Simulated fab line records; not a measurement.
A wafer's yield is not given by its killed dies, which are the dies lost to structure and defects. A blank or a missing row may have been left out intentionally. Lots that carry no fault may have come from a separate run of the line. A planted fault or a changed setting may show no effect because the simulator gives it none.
Which tool was responsible?	flow n5-finfet	21 lots, 63 wafers sampled, at 6 steps of a route of 1938

## WHAT THE GAUGES READ, wafer by wafer
No reading from a measuring or inspecting step in the record can be judged against a usual standard deviation.

## TOOL THAT RAN EACH LOT (tool first, then ch and the chambers of the sampled wafers, then the start)
lot	N5_BEOL_M10_STRIP_67	N5_BEOL_M10_DESCUM_33	N5_BEOL_M10_DEP_56	N5_BEOL_M11_CURE_71	N5_BEOL_M11_STRIP_67	N5_BEOL_M11_CMP_52
L075	rie-diel-03 ch 1,2, day 10 09:15	rie-diel-03 ch 2,3, day 10 11:22	pecvd-01 ch 1,2, day 10 15:21	uv-cure-01 ch 0, day 10 15:53	rie-diel-02 ch 2,3, day 10 18:50	cmp-04 ch 0,1,2, day 10 23:46
L076	rie-diel-05 ch 0,1, day 10 12:02	rie-diel-05 ch 0,1,3, day 10 13:49	pecvd-01 ch 1,2, day 10 18:26	uv-cure-03 ch 1, day 10 18:51	rie-diel-02 ch 1,3, day 10 20:26	cmp-03 ch 0,1,2, day 11 01:38
L077	rie-diel-05 ch 0,3, day 10 12:24	rie-diel-03 ch 1,2,3, day 10 13:56	pecvd-02 ch 0,1, day 10 18:44	uv-cure-02 ch 2, day 10 19:03	rie-diel-01 ch 0,1,2, day 10 20:31	cmp-03 ch 0,2,3, day 11 02:05
L074	rie-diel-03 ch 0,2,3, day 11 02:29	rie-diel-06 ch 0,2,3, day 11 03:15	pecvd-04 ch 0,2, day 11 06:29	uv-cure-02 ch 1, day 11 06:41	rie-diel-04 ch 0,1,2, day 11 08:42	cmp-04 ch 1,3, day 11 14:22
L078	rie-diel-03 ch 0,3, day 11 05:47	rie-diel-03 ch 2,3, day 11 07:10	pecvd-01 ch 0,1,2, day 11 10:36	uv-cure-02 ch 2, day 11 11:02	rie-diel-02 ch 2,3, day 11 14:34	cmp-02 ch 2,3, day 11 20:01
L080	rie-diel-03 ch 0,3, day 11 08:40	rie-diel-05 ch 1,2,3, day 11 09:44	pecvd-04 ch 0,2, day 11 14:47	uv-cure-02 ch 1, day 11 15:05	rie-diel-04 ch 1,2, day 11 17:52	cmp-03 ch 2,3, day 11 22:35
L081	rie-diel-05 ch 0,2,3, day 11 14:31	rie-diel-06 ch 0,2,3, day 11 16:39	pecvd-04 ch 0,1, day 11 20:07	uv-cure-01 ch 0, day 11 20:20	rie-diel-04 ch 0,2,3, day 11 22:31	cmp-02 ch 2,3, day 12 04:10
L082	rie-diel-05 ch 0,1, day 11 23:30	rie-diel-03 ch 1,3, day 12 00:50	pecvd-01 ch 0,1, day 12 04:36	uv-cure-03 ch 2, day 12 04:54	rie-diel-02 ch 1,2,3, day 12 07:15	cmp-02 ch 0,3, day 12 11:02
L083	rie-diel-06 ch 0,1,3, day 12 09:51	rie-diel-06 ch 0,1,3, day 12 12:34	pecvd-01 ch 1,2, day 12 15:50	uv-cure-03 ch 2, day 12 16:07	rie-diel-01 ch 0,1,3, day 12 18:25	cmp-03 ch 0,1,2, day 12 23:44
L086	rie-diel-03 ch 0,1,2, day 13 00:53	rie-diel-06 ch 0,2,3, day 13 04:46	pecvd-04 ch 0,2, day 13 07:52	uv-cure-03 ch 1, day 13 08:11	rie-diel-02 ch 1,2,3, day 13 11:04	cmp-02 ch 2,3, day 13 16:35
L085	rie-diel-05 ch 1,2,3, day 13 02:19	rie-diel-05 ch 2,3, day 13 05:14	pecvd-04 ch 0,2, day 13 09:06	uv-cure-03 ch 0, day 13 09:26	rie-diel-04 ch 1,3, day 13 11:08	cmp-04 ch 1,2, day 13 16:42
L087	rie-diel-03 ch 0,1,2, day 13 10:30	rie-diel-03 ch 0,2,3, day 13 12:41	pecvd-02 ch 1,2, day 13 16:27	uv-cure-03 ch 0, day 13 16:40	rie-diel-02 ch 1,2, day 13 20:43	cmp-03 ch 0,3, day 14 02:45
L088	rie-diel-06 ch 0,1,2, day 13 17:09	rie-diel-06 ch 0,1,2, day 13 20:21	pecvd-04 ch 0,1,2, day 14 00:14	uv-cure-02 ch 2, day 14 00:40	rie-diel-02 ch 1,2,3, day 14 02:49	cmp-02 ch 0,3, day 14 06:59
L089	rie-diel-03 ch 0,1,2, day 13 21:26	rie-diel-05 ch 0,2,3, day 13 23:08	pecvd-02 ch 0,1, day 14 02:22	uv-cure-01 ch 2, day 14 02:40	rie-diel-04 ch 0,1, day 14 04:22	cmp-04 ch 0,1,2, day 14 08:06
L091	rie-diel-05 ch 0,2,3, day 14 03:15	rie-diel-06 ch 1,2, day 14 05:01	pecvd-01 ch 0,1,2, day 14 08:08	uv-cure-02 ch 1, day 14 08:26	rie-diel-02 ch 0,1,2, day 14 10:29	cmp-03 ch 0,1, day 14 14:22
L090	rie-diel-05 ch 0,1,2, day 14 13:48	rie-diel-06 ch 0,1,2, day 14 15:40	pecvd-04 ch 0,1, day 14 18:31	uv-cure-01 ch 2, day 14 18:52	rie-diel-01 ch 1,2,3, day 14 20:39	cmp-02 ch 0,1,3, day 15 03:08
L092	rie-diel-06 ch 0,1,3, day 14 17:16	rie-diel-03 ch 0,2, day 14 18:11	pecvd-04 ch 1,2, day 14 20:58	uv-cure-03 ch 0, day 14 21:15	rie-diel-01 ch 0,3, day 14 23:29	cmp-04 ch 1,2,3, day 15 03:31
L093	rie-diel-03 ch 0,3, day 14 20:18	rie-diel-05 ch 0,1, day 14 23:16	pecvd-01 ch 0,2, day 15 02:16	uv-cure-01 ch 0, day 15 02:34	rie-diel-04 ch 0,3, day 15 06:06	cmp-04 ch 0,1,3, day 15 13:11
L095	rie-diel-05 ch 2,3, day 15 03:26	rie-diel-06 ch 0,1,3, day 15 05:06	pecvd-01 ch 0,2, day 15 09:49	uv-cure-03 ch 2, day 15 10:07	rie-diel-04 ch 0,1,2, day 15 11:49	cmp-02 ch 0,1,3, day 15 16:37
L097	rie-diel-05 ch 2,3, day 15 16:58	rie-diel-05 ch 1,2,3, day 15 19:37	pecvd-02 ch 0,2, day 16 00:10	uv-cure-02 ch 0, day 16 00:32	rie-diel-02 ch 1,2,3, day 16 02:30	cmp-02 ch 1,2, day 16 07:19
L096	rie-diel-05 ch 0,2, day 15 20:29	rie-diel-06 ch 1,2,3, day 15 21:48	pecvd-01 ch 1,2, day 16 00:32	uv-cure-01 ch 2, day 16 00:55	rie-diel-02 ch 1,3, day 16 03:07	cmp-04 ch 0,3, day 16 07:44
- N5_BEOL_M10_STRIP_67: strips in CF4.
- N5_BEOL_M10_DESCUM_33: chemistry O2, time 7.9 s.
- N5_BEOL_M10_DEP_56: deposits SiCN from 3MS/NH3, target thk 15 nm, time 26.5 s.
- N5_BEOL_M11_CURE_71: cures SiCOH lowk, time 240 s.
- N5_BEOL_M11_STRIP_67: strips in CF4.
- N5_BEOL_M11_CMP_52: polishes, stops on SiCOH lowk, t overpolish 7 s, target thk 140 nm.

## WHAT THE TOOLS THEMSELVES READ (means of the sampled wafers that have a number; where no wafer has one, the mark that the record gives instead)
N5_BEOL_M10_STRIP_67. Usual: drypump-motor-current-A 5.5 A, standard deviation 0.5; oes-product-au 0.82 a.u., standard deviation 0.083; rf-vpp-V 270.7 V, standard deviation 1.3; showerhead-plenum-p-Torr 1.78 Torr, standard deviation 0.04; throttle-valve-pct 13.56 %, standard deviation 0.2.
lot	tool	drypump-motor-current-A (A)	oes-product-au (a.u.)	rf-vpp-V (V)	showerhead-plenum-p-Torr (Torr)	throttle-valve-pct (%)	flag
L075	rie-diel-03	5.8	0.87	271.3	1.78	13.25	
L076	rie-diel-05	5.6	0.84	270.7	1.77	13.56	
L077	rie-diel-05	6.0	0.80	270.5	1.76	13.73	
L074	rie-diel-03	5.8	0.91	270.8	1.81	13.44	
L078	rie-diel-03	5.7	0.92	270.9	1.83	13.53	
L080	rie-diel-03	5.7	0.92	272.5	1.83	13.53	
L081	rie-diel-05	5.6	0.75	270.0	1.75	13.77	
L082	rie-diel-05	5.4	0.82	270.6	1.79	13.50	
L083	rie-diel-06	5.3	0.83	271.3	1.80	13.54	
L086	rie-diel-03	6.0	0.86	270.6	1.77	13.44	
L085	rie-diel-05	5.3	0.73	270.9	1.76	13.71	
L087	rie-diel-03	6.0	0.85	271.7	1.77	13.47	
L088	rie-diel-06	5.3	0.87	270.8	1.78	13.46	
L089	rie-diel-03	6.0	0.85	270.1	1.77	13.46	
L091	rie-diel-05	5.6	0.73	270.5	1.74	13.83	
L090	rie-diel-05	5.3	0.76	270.7	1.75	13.66	
L092	rie-diel-06	5.3	0.89	271.3	1.80	13.38	
L093	rie-diel-03	5.8	0.87	271.4	1.82	13.60	
L095	rie-diel-05	5.3	0.79	269.6	1.72	13.67	
L097	rie-diel-05	5.2	0.79	270.4	1.72	13.67	
L096	rie-diel-05	5.5	0.76	269.2	1.73	13.76	

N5_BEOL_M10_DESCUM_33. Usual: drypump-motor-current-A 5.4 A, standard deviation 0.53; oes-product-au 0.82 a.u., standard deviation 0.088; rf-fwd-power-W 49.40 W, standard deviation 0.25; rf-vpp-V 242.8 V, standard deviation 1.2; showerhead-plenum-p-Torr 2.08 Torr, standard deviation 0.052; throttle-valve-pct 20.49 %, standard deviation 0.19.
lot	tool	drypump-motor-current-A (A)	oes-product-au (a.u.)	rf-fwd-power-W (W)	rf-vpp-V (V)	showerhead-plenum-p-Torr (Torr)	throttle-valve-pct (%)	flag
L075	rie-diel-03	5.7	0.89	49.31	244.1	2.15	20.43	
L076	rie-diel-05	5.7	0.78	49.61	243.6	2.07	20.46	
L077	rie-diel-03	5.7	0.90	49.46	243.7	2.12	20.43	
L074	rie-diel-06	4.9	0.82	49.36	243.6	2.12	20.49	
L078	rie-diel-03	5.6	0.89	49.21	244.8	2.15	20.44	
L080	rie-diel-05	5.4	0.74	49.44	242.5	2.07	20.58	
L081	rie-diel-06	4.9	0.80	49.36	243.4	2.12	20.49	
L082	rie-diel-03	5.8	0.89	49.37	242.6	2.08	20.45	
L083	rie-diel-06	5.3	0.82	49.70	244.2	2.11	20.48	
L086	rie-diel-06	4.9	0.79	49.36	243.3	2.11	20.52	
L085	rie-diel-05	5.2	0.70	49.47	241.9	2.03	20.74	
L087	rie-diel-03	5.9	0.87	49.17	244.2	2.11	20.48	
L088	rie-diel-06	5.3	0.87	49.44	243.1	2.07	20.40	
L089	rie-diel-05	5.6	0.73	49.36	242.4	2.03	20.64	
L091	rie-diel-06	5.5	0.89	49.54	242.8	2.05	20.54	
L090	rie-diel-06	5.3	0.87	49.47	242.0	2.07	20.41	
L092	rie-diel-03	6.1	0.86	48.97	242.9	2.06	20.49	
L093	rie-diel-05	5.6	0.80	49.51	242.7	2.04	20.42	
L095	rie-diel-06	5.3	0.88	49.63	243.1	2.10	20.36	
L097	rie-diel-05	5.3	0.81	49.43	241.5	2.06	20.53	
L096	rie-diel-06	5.1	0.89	49.58	244.0	2.08	20.52	

N5_BEOL_M10_DEP_56. Usual: rf-fwd-power-W 199.6 W, standard deviation 0.71; showerhead-plenum-p-Torr 3.663 Torr, standard deviation 0.015; showerhead-vpp-V 846 V, standard deviation 57; throttle-valve-pct 9.2 %, standard deviation 0.49.
lot	tool	rf-fwd-power-W (W)	showerhead-plenum-p-Torr (Torr)	showerhead-vpp-V (V)	throttle-valve-pct (%)	flag
L075	pecvd-01	200.3	3.673	856	8.7	
L076	pecvd-01	199.4	3.674	856	8.8	
L077	pecvd-02	199.6	3.670	984	9.2	
L074	pecvd-04	199.1	3.659	794	9.3	
L078	pecvd-01	199.8	3.668	830	8.8	
L080	pecvd-04	199.2	3.652	798	9.4	
L081	pecvd-04	200.2	3.643	825	9.3	
L082	pecvd-01	199.0	3.670	824	9.0	
L083	pecvd-01	199.8	3.673	848	8.8	
L086	pecvd-04	198.7	3.659	809	9.8	
L085	pecvd-04	199.4	3.653	793	9.3	
L087	pecvd-02	200.0	3.672	939	9.4	
L088	pecvd-04	198.7	3.642	817	9.4	
L089	pecvd-02	199.6	3.676	968	8.9	
L091	pecvd-01	199.4	3.665	835	8.9	
L090	pecvd-04	199.2	3.648	797	9.0	
L092	pecvd-04	199.3	3.648	820	9.9	
L093	pecvd-01	199.2	3.672	812	9.0	
L095	pecvd-01	199.6	3.668	811	8.9	
L097	pecvd-02	199.8	3.686	930	8.8	
L096	pecvd-01	199.9	3.667	859	8.9	

N5_BEOL_M11_CURE_71. Usual: lamp-power-pct 52.31 %, standard deviation 0.053; wafer_temp_C_max 387.0, standard deviation 0.54.
lot	tool	lamp-power-pct (%)	wafer_temp_C_max	flag
L075	uv-cure-01	52.27	387.2	
L076	uv-cure-03	52.29	386.8	
L077	uv-cure-02	52.33	386.9	
L074	uv-cure-02	52.32	386.2	
L078	uv-cure-02	52.29	386.6	
L080	uv-cure-02	52.32	386.7	
L081	uv-cure-01	52.32	387.0	
L082	uv-cure-03	52.32	387.7	
L083	uv-cure-03	52.29	388.1	
L086	uv-cure-03	52.30	386.9	
L085	uv-cure-03	52.29	386.5	
L087	uv-cure-03	52.30	386.6	
L088	uv-cure-02	52.33	386.7	
L089	uv-cure-01	52.29	387.4	
L091	uv-cure-02	52.32	386.7	
L090	uv-cure-01	52.30	386.8	
L092	uv-cure-03	52.32	386.6	
L093	uv-cure-01	52.23	387.3	
L095	uv-cure-03	52.37	387.6	
L097	uv-cure-02	52.27	386.7	
L096	uv-cure-01	52.32	386.9	

N5_BEOL_M11_STRIP_67. Usual: drypump-motor-current-A 5.9 A, standard deviation 0.54; oes-product-au 0.77 a.u., standard deviation 0.062; rf-vpp-V 271.2 V, standard deviation 1.5; showerhead-plenum-p-Torr 1.80 Torr, standard deviation 0.053; throttle-valve-pct 13.60 %, standard deviation 0.21.
lot	tool	drypump-motor-current-A (A)	oes-product-au (a.u.)	rf-vpp-V (V)	showerhead-plenum-p-Torr (Torr)	throttle-valve-pct (%)	flag
L075	rie-diel-02	6.1	0.81	272.6	1.87	13.60	
L076	rie-diel-02	5.6	0.73	270.4	1.79	13.76	
L077	rie-diel-01	6.1	0.82	270.0	1.77	13.39	
L074	rie-diel-04	5.6	0.76	271.6	1.80	13.58	
L078	rie-diel-02	6.1	0.80	271.7	1.87	13.61	
L080	rie-diel-04	5.2	0.80	271.0	1.78	13.49	
L081	rie-diel-04	6.1	0.74	270.3	1.78	13.62	
L082	rie-diel-02	5.9	0.75	271.6	1.83	13.71	
L083	rie-diel-01	5.9	0.79	271.0	1.77	13.43	
L086	rie-diel-02	5.9	0.76	270.8	1.82	13.72	
L085	rie-diel-04	5.6	0.80	270.6	1.79	13.51	
L087	rie-diel-02	5.7	0.76	272.4	1.82	13.58	
L088	rie-diel-02	5.9	0.75	271.1	1.82	13.73	
L089	rie-diel-04	5.7	0.75	272.1	1.84	13.68	
L091	rie-diel-02	5.7	0.81	271.6	1.83	13.49	
L090	rie-diel-01	6.4	0.76	270.0	1.77	13.51	
L092	rie-diel-01	5.9	0.74	270.5	1.76	13.44	
L093	rie-diel-04	6.5	0.73	270.7	1.78	13.68	
L095	rie-diel-04	5.6	0.74	270.8	1.79	13.65	
L097	rie-diel-02	5.9	0.74	271.3	1.82	13.76	
L096	rie-diel-02	5.6	0.70	270.0	1.78	13.84	

N5_BEOL_M11_CMP_52. Usual: barrier-field-endpoint-s 29.0 s, standard deviation 0.96; edge-zone-pressure-frac 0.999, standard deviation 0.005; motor-current-A 6.1 A, standard deviation 0.63; overpolish-run-s 7.000 s, standard deviation 0.0096; slurry-filter-dp-kPa 13.52 kPa, standard deviation 0.13; slurry-flow-ml-min 150.0, standard deviation 0.44; time-to-endpoint-s 67 s, standard deviation 4.1.
lot	tool	barrier-field-endpoint-s (s)	edge-zone-pressure-frac	motor-current-A (A)	overpolish-run-s (s)	slurry-filter-dp-kPa (kPa)	slurry-flow-ml-min	time-to-endpoint-s (s)	flag
L075	cmp-04	29.3	1.002	5.8	7.001	13.69	149.8	70	
L076	cmp-03	28.7	0.995	6.4	7.008	13.38	149.9	65	
L077	cmp-03	29.2	1.003	6.4	7.001	13.52	150.5	68	
L074	cmp-04	28.1	0.997	6.4	7.001	13.41	149.9	62	
L078	cmp-02	27.6	1.000	5.7	6.993	13.52	149.9	61	
L080	cmp-03	27.8	0.996	5.9	7.005	13.54	149.8	64	
L081	cmp-02	29.1	1.001	6.0	6.997	13.46	150.2	69	
L082	cmp-02	29.6	1.000	5.9	6.998	13.52	150.2	70	
L083	cmp-03	28.1	0.996	6.4	6.998	13.50	149.6	64	
L086	cmp-02	28.1	0.999	5.7	6.994	13.51	149.8	64	
L085	cmp-04	30.1	1.005	5.8	7.001	13.49	150.3	71	
L087	cmp-03	28.8	1.002	6.2	6.996	13.54	149.8	65	
L088	cmp-02	29.5	1.000	6.0	7.006	13.54	150.1	70	
L089	cmp-04	30.3	1.002	5.6	7.004	13.59	149.8	70	
L091	cmp-03	28.8	0.993	6.9	7.000	13.56	150.3	64	
L090	cmp-02	28.5	0.999	6.1	7.015	13.61	150.2	67	
L092	cmp-04	28.6	1.000	6.1	6.991	13.45	150.2	67	
L093	cmp-04	29.3	1.000	6.4	7.000	13.49	150.0	70	
L095	cmp-02	28.8	1.002	6.6	7.002	13.55	150.0	69	
L097	cmp-02	28.2	1.004	5.8	7.000	13.49	150.4	62	
L096	cmp-04	29.1	0.994	7.0	6.999	13.37	149.8	63	

## THE ANSWER, worked out from the rows above alone
Rule: a lot is off if the mean of its wafers that have a number lies more than 3 standard deviations from the usual mean. A lot without any number at a reading at which 4 lots or more have one is off too. Any other lot the step has rows for is counted as sound. After the gauges, taken in route order, come the tools' own readings; for these a lot's mean is taken, as printed above. The first step at which some lot is off is used, and at that step the reading that is off furthest; a lot without a number counts as furthest.
Across all readings shown, no lot is off: no conclusion can be drawn from this.

## WHAT THE SIMULATOR HAD INSERTED
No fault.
